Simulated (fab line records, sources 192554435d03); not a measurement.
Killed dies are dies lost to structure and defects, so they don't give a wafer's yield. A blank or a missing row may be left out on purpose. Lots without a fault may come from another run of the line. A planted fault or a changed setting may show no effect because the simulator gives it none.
Problem report in the 8D (eight disciplines) form, filled by code | flow n5_finfet | the parts of the form that need people (team, actions taken, sign-off) are left out

1. THE PROBLEM
killed_at_M4_up at N5_PASSIVATION_PROBE_49 reads a mean of 135 on 6 wafers of 2 lots; wafers without a fault read 12 with a standard deviation of 4.2. That is +29 standard deviations from the usual mean.
First seen on wafer L129.1, day 14 12:55, on prober-01. The record holds 6 wafers of 2 lots with a number at this step. Rule for "out", or "out of limits": more than 4 standard deviations from the usual mean. The other wafers with a number count as sound.

2. WHAT IT IS AND WHAT IT IS NOT
question                    | is                                                                                                   | is not
which readings at this step | killed_at_M4_up, defect_limited_yield, killed_dies, sort_bin_5_function, sort_n_pass, sort_yield_pct | killed_at_M0_to_M3, killed_at_contacts, killed_at_front_end, killed_open, killed_short
which lots                  | L129, L131                                                                                           | -
which wafers of those lots  | all that have a number                                                                               | -
read on which tools         | prober-01, prober-02                                                                                 | -
when                        | from day 14 12:55                                                                                    | up to then (0 sound wafers)

3. SUSPECTS, AND WHAT RULES EACH OUT
Counting: a tool at a process step up to the reading stays a suspect if it ran every lot that is out and no sound lot after the first of them.
- pvd_sputter-03 at N5_BEOL_M14_PRE_CLEAN_42 (time 30 s): kept. It ran every lot that is out, first L129 (day 13 15:43), and no sound lot after that.
Left after counting: pvd_sputter-03 at N5_BEOL_M14_PRE_CLEAN_42.

4. THE CAUSE (what the simulator had put in)
Chamber particle source: pvd_sputter-03, from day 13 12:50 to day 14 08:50, at N5_BEOL_M14_PRE_CLEAN_42. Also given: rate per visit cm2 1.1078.
Counting left only this tool.

5. THE CHAIN OF EFFECTS, in route order
Each row: a reading whose mean over the struck wafers that have a number lies more than 3 standard deviations from the usual. Only readings for which the record gives a usual standard deviation are gone through. hours: the time from each lot's start at the first step in this table that gives one to its start at this step, as a median over the lots. sigmas: the change in usual standard deviations.
hours | step                    | reading              | usual  | on struck wafers | change | sigmas
0     | N5_PASSIVATION_PROBE_49 | defect_limited_yield | 91.2 % | 81.5             | -9.8   | -7.0
0     | N5_PASSIVATION_PROBE_49 | killed_at_M4_up      | 12     | 135              | +123   | +29
0     | N5_PASSIVATION_PROBE_49 | killed_dies          | 103    | 219              | +116   | +6.8
0     | N5_PASSIVATION_PROBE_49 | sort_bin_5_function  | 5.1 %  | 11.5             | +6.4   | +6.8
0     | N5_PASSIVATION_PROBE_49 | sort_n_pass          | 1077   | 961              | -116   | -6.8
0     | N5_PASSIVATION_PROBE_49 | sort_yield_pct       | 91.2 % | 81.5             | -9.8   | -7.0
The process steps in it:
- N5_PASSIVATION_PROBE_49

6. WHAT WOULD HAVE CAUGHT IT SOONER
In this record the first reading out of limits was taken at day 14 12:55, 24 hours after the fault began at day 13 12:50.
Of the tool readings at N5_BEOL_M14_PRE_CLEAN_42 for which the record gives a usual standard deviation, none was out on any struck wafer, so an alarm limit of 4 standard deviations on them would not have fired.
All the lots that are out (2) had begun N5_BEOL_M14_PRE_CLEAN_42 on pvd_sputter-03 by day 14 12:55. A hold on the tool at that time would have spared none of them.
